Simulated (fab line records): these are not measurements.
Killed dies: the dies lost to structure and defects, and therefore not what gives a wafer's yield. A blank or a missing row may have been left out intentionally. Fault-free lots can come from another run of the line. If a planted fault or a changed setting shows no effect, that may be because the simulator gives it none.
The tool behind it: which one? | flow nand harc | 13 lots with 39 wafers sampled at 6 steps, on a route of 1302 steps

== WHAT EACH GAUGE READ, for each wafer ==
NHARC_P_M0_CD_MEAS_16.
lot  | measured     | on        | cd nm (nm)
L131 | day 6 10:26  | cd sem-02 | 91.0 90.4 91.6
L133 | day 7 13:08  | cd sem-01 | 90.6 89.3 89.8
L137 | day 8 21:18  | cd sem-03 | 90.1 89.4 90.1
L139 | day 9 15:27  | cd sem-01 | 91.5 90.3 89.9
L138 | day 9 16:14  | cd sem-03 | 89.9 90.2 88.0
L143 | day 12 03:54 | cd sem-02 | 90.8 88.9 91.6
L145 | day 12 10:31 | cd sem-02 | 89.2 89.6 87.9
L147 | day 13 05:25 | cd sem-02 | 89.4 89.5 90.2
L149 | day 14 05:47 | cd sem-02 | 89.5 89.9 90.0
L150 | day 14 12:18 | cd sem-02 | 89.0 90.8 90.6
L151 | day 15 03:10 | cd sem-01 | 89.9 88.8 89.6
L152 | day 15 05:59 | cd sem-03 | 89.6 91.4 89.8
L153 | day 15 14:27 | cd sem-02 | 88.9 90.8 89.9

NHARC_P_M1_CD_MEAS_09 targets a cd of 130 nm.
lot  | measured     | on        | cd nm (nm)
L131 | day 6 13:58  | cd sem-03 | 129.3 129.4 130.4
L133 | day 7 16:44  | cd sem-01 | 129.6 130.8 129.4
L137 | day 9 00:53  | cd sem-03 | 129.6 129.0 130.4
L139 | day 9 19:00  | cd sem-01 | 130.2 130.1 130.8
L138 | day 9 19:55  | cd sem-02 | 130.1 129.6 130.1
L143 | day 12 07:31 | cd sem-02 | 132.1 131.5 132.4
L145 | day 12 14:04 | cd sem-03 | 129.9 130.1 130.0
L147 | day 13 09:00 | cd sem-02 | 132.5 132.2 132.1
L149 | day 14 09:20 | cd sem-03 | 129.9 130.6 130.3
L150 | day 14 15:53 | cd sem-01 | 129.7 131.0 129.4
L151 | day 15 07:07 | cd sem-01 | 129.9 130.1 130.5
L152 | day 15 09:32 | cd sem-02 | 129.5 129.8 130.8
L153 | day 15 18:05 | cd sem-01 | 130.5 131.0 130.5

NHARC_END_SORT_01.
lot  | measured     | on        | defect limited yield (%) | killed at array | killed at other | killed at periphery | killed dies | killed open | killed short
L131 | day 24 16:27 | prober-01 | 92.3 92.3 91.3           | 50 50 53        | 0 0 0           | 2 2 6               | 52 52 59    | 3 1 3       | 4 0 1
L133 | day 25 16:22 | prober-01 | 89.2 89.5 88.3           | 71 68 79        | 0 0 0           | 2 3 0               | 73 71 79    | 0 5 2       | 1 2 1
L137 | day 27 13:14 | prober-02 | 89.8 87.0 89.2           | 68 85 72        | 0 1 0           | 1 2 1               | 69 88 73    | 2 4 3       | 0 2 1
L139 | day 28 03:18 | prober-02 | 85.5 87.1 84.5           | 96 81 99        | 1 3 3           | 1 3 3               | 98 87 105   | 3 3 2       | 1 2 3
L138 | day 27 18:38 | prober-01 | 94.2 95.6 93.6           | 39 28 39        | 0 0 0           | 0 2 4               | 39 30 43    | 3 5 4       | 6 2 7
L143 | day 29 21:08 | prober-01 | 93.6 94.2 95.6           | 39 35 27        | 1 0 1           | 3 4 2               | 43 39 30    | 2 6 2       | 1 2 1
L145 | day 30 13:58 | prober-01 | 93.2 94.1 94.2           | 43 37 38        | 0 0 0           | 3 3 1               | 46 40 39    | 4 3 2       | 1 1 2
L147 | day 32 04:00 | prober-02 | 93.9 93.8 93.9           | 36 41 36        | 0 0 0           | 5 1 5               | 41 42 41    | 4 1 3       | 4 0 0
L149 | day 32 19:56 | prober-01 | 87.7 89.7 90.0           | 76 60 63        | 2 3 4           | 5 7 1               | 83 70 68    | 7 2 2       | 3 3 2
L150 | day 33 00:58 | prober-02 | 93.4 92.6 92.9           | 39 42 40        | 0 0 0           | 6 8 8               | 45 50 48    | 7 2 5       | 2 2 5
L151 | day 33 09:48 | prober-01 | 91.7 92.8 92.3           | 51 45 45        | 0 1 1           | 5 3 6               | 56 49 52    | 2 2 5       | 3 0 3
L152 | day 34 04:30 | prober-02 | 87.9 89.4 87.0           | 75 66 84        | 1 3 0           | 6 3 4               | 82 72 88    | 3 2 1       | 3 6 1
L153 | day 35 00:32 | prober-01 | 90.8 89.8 90.3           | 61 68 66        | 0 0 0           | 1 1 0               | 62 69 66    | 0 3 4       | 3 0 1

== EACH LOT AND THE TOOL THAT RAN IT (in order: tool; ch and the chambers of the sampled wafers; start) ==
lot  | NHARC_P_M0_DEGAS_28          | NHARC_P_M0_PVD_20                       | NHARC_P_M1_EXPOSE_06
L131 | pvd sputter-03, day 6 11:07  | pvd sputter-03, day 6 13:50 or earlier  | arfi scanner-02 ch 0, day 6 13:50
L133 | pvd sputter-03, day 7 13:49  | pvd sputter-03, day 7 16:36 or earlier  | arfi scanner-01 ch 0, day 7 16:36
L137 | pvd sputter-03, day 8 21:56  | pvd sputter-03, day 9 00:45 or earlier  | arfi scanner-02 ch 0, day 9 00:45
L139 | pvd sputter-03, day 9 16:04  | pvd sputter-03, day 9 18:52 or earlier  | arfi scanner-01 ch 0, day 9 18:52
L138 | pvd sputter-02, day 9 16:52  | pvd sputter-02, day 9 19:46 or earlier  | arfi scanner-02 ch 0, day 9 19:46
L143 | pvd sputter-03, day 12 04:33 | pvd sputter-03, day 12 07:23 or earlier | arfi scanner-03 ch 0, day 12 07:23
L145 | pvd sputter-03, day 12 11:09 | pvd sputter-03, day 12 13:56 or earlier | arfi scanner-01 ch 0, day 12 13:56
L147 | pvd sputter-02, day 13 06:03 | pvd sputter-02, day 13 08:52 or earlier | arfi scanner-03 ch 0, day 13 08:52
L149 | pvd sputter-02, day 14 06:25 | pvd sputter-02, day 14 09:11 or earlier | arfi scanner-01 ch 0, day 14 09:11
L150 | pvd sputter-03, day 14 12:55 | pvd sputter-03, day 14 15:44 or earlier | arfi scanner-02 ch 0, day 14 15:44
L151 | pvd sputter-01, day 15 03:47 | pvd sputter-01, day 15 06:58 or earlier | arfi scanner-02 ch 0, day 15 06:58
L152 | pvd sputter-02, day 15 06:36 | pvd sputter-02, day 15 09:24 or earlier | arfi scanner-01 ch 0, day 15 09:24
L153 | pvd sputter-01, day 15 15:08 | pvd sputter-01, day 15 17:56 or earlier | arfi scanner-02 ch 0, day 15 17:56
- NHARC_P_M0_DEGAS_28: time 60 s.
- NHARC_P_M0_PVD_20: deposits TaN, target thk 5 nm, time 8.06 s.
- NHARC_P_M1_EXPOSE_06: exposes mask P M1, target cd 130 nm.

== AS READ BY THE TOOLS THEMSELVES (means over the sampled wafers that have a number; for cases with no such wafer, the mark the record gives instead) ==
NHARC_P_M0_DEGAS_28.
lot  | tool           | heater power w (W) | susceptor temp C (C)
L131 | pvd sputter-03 | 371                | 249.95
L133 | pvd sputter-03 | 367                | 250.04
L137 | pvd sputter-03 | 354                | 249.94
L139 | pvd sputter-03 | 351                | 249.85
L138 | pvd sputter-02 | 335                | 249.89
L143 | pvd sputter-03 | 353                | 249.93
L145 | pvd sputter-03 | 363                | 250.12
L147 | pvd sputter-02 | 359                | 249.93
L149 | pvd sputter-02 | 358                | 250.01
L150 | pvd sputter-03 | 341                | 249.91
L151 | pvd sputter-01 | 371                | 249.96
L152 | pvd sputter-02 | 363                | 249.99
L153 | pvd sputter-01 | 339                | -

NHARC_P_M0_PVD_20.
lot  | tool           | bias v (V) | throttle valve pct (%)
L131 | pvd sputter-03 | 168.8      | 29.8
L133 | pvd sputter-03 | 169.1      | 29.6
L137 | pvd sputter-03 | 169.3      | 30.3
L139 | pvd sputter-03 | 170.5      | 29.6
L138 | pvd sputter-02 | 168.6      | 31.2
L143 | pvd sputter-03 | 169.9      | 30.1
L145 | pvd sputter-03 | 167.2      | 29.4
L147 | pvd sputter-02 | 169.2      | 30.7
L149 | pvd sputter-02 | 169.7      | 31.2
L150 | pvd sputter-03 | 167.9      | 30.0
L151 | pvd sputter-01 | 168.8      | 30.3
L152 | pvd sputter-02 | 168.1      | 31.9
L153 | pvd sputter-01 | 169.0      | 30.1

NHARC_P_M1_EXPOSE_06.
lot  | tool            | exposure dose mJ cm2
L131 | arfi scanner-02 | 81.72
L133 | arfi scanner-01 | 81.80
L137 | arfi scanner-02 | 81.74
L139 | arfi scanner-01 | 81.77
L138 | arfi scanner-02 | 81.79
L143 | arfi scanner-03 | 84.78
L145 | arfi scanner-01 | 81.71
L147 | arfi scanner-03 | 83.96
L149 | arfi scanner-01 | 81.74
L150 | arfi scanner-02 | 81.81
L151 | arfi scanner-02 | 81.76
L152 | arfi scanner-01 | 81.66
L153 | arfi scanner-02 | 81.71

== THE ANSWER, worked out from the rows above alone ==
Rule: what is usual is taken from the lots themselves. Put in order of their means at a reading, lots are off if they are a third of the lots or fewer, leave a main group of 4 or more, and stand apart from it by a gap of 3 or more times the standard deviation of the main group's means; of several such gaps the widest counts. A main group whose means are all the same, to the digits that the tables above print for the reading, isn't used. A lot without any number at a reading at which 4 lots or more have one is off too. All remaining lots with rows at the step are treated as sound. First the gauges in route order, then the tools' own readings, where a lot's mean is used as printed above. The first step at which some lot is off is used, and at that step the reading that is off furthest; a lot without a number counts as furthest.
Off, at NHARC_P_M1_CD_MEAS_09 on cd nm: L143, L147. The main group: mean 130.1 nm, standard deviation 0.28.
If a tool, at a process step before that reading, ran all the lots that are off and no sound lot after the first of them, it fits. The gauges at NHARC_P_M1_CD_MEAS_09 aren't tried: what is off there is off at NHARC_P_M1_EXPOSE_06 too, on other tools, and a gauge's error can't cause that. NHARC_P_M0_PVD_20: start missing for some lots; hours and lot order therefore follow NHARC_P_M1_EXPOSE_06. One fits: arfi scanner-03 at NHARC_P_M1_EXPOSE_06. It ran no sound lot before its first lot that is off in this sample, so the start can't be narrowed down.
The tool's own readings at NHARC_P_M1_EXPOSE_06 bear it out: on the lots that are off they differ by more than 5 times the standard deviation of the sound lots' means. exposure dose mJ cm2 reads 84.37 there against 81.75 on the sound lots.

== WHAT HAD BEEN PUT IN BY THE SIMULATOR ==
Drift in process parameters on arfi scanner-03 at NHARC_P_M1_EXPOSE_06, starting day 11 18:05. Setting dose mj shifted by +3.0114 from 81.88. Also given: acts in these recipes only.
Lots struck among those shown: L143, L147. The rule above reached the same finding.
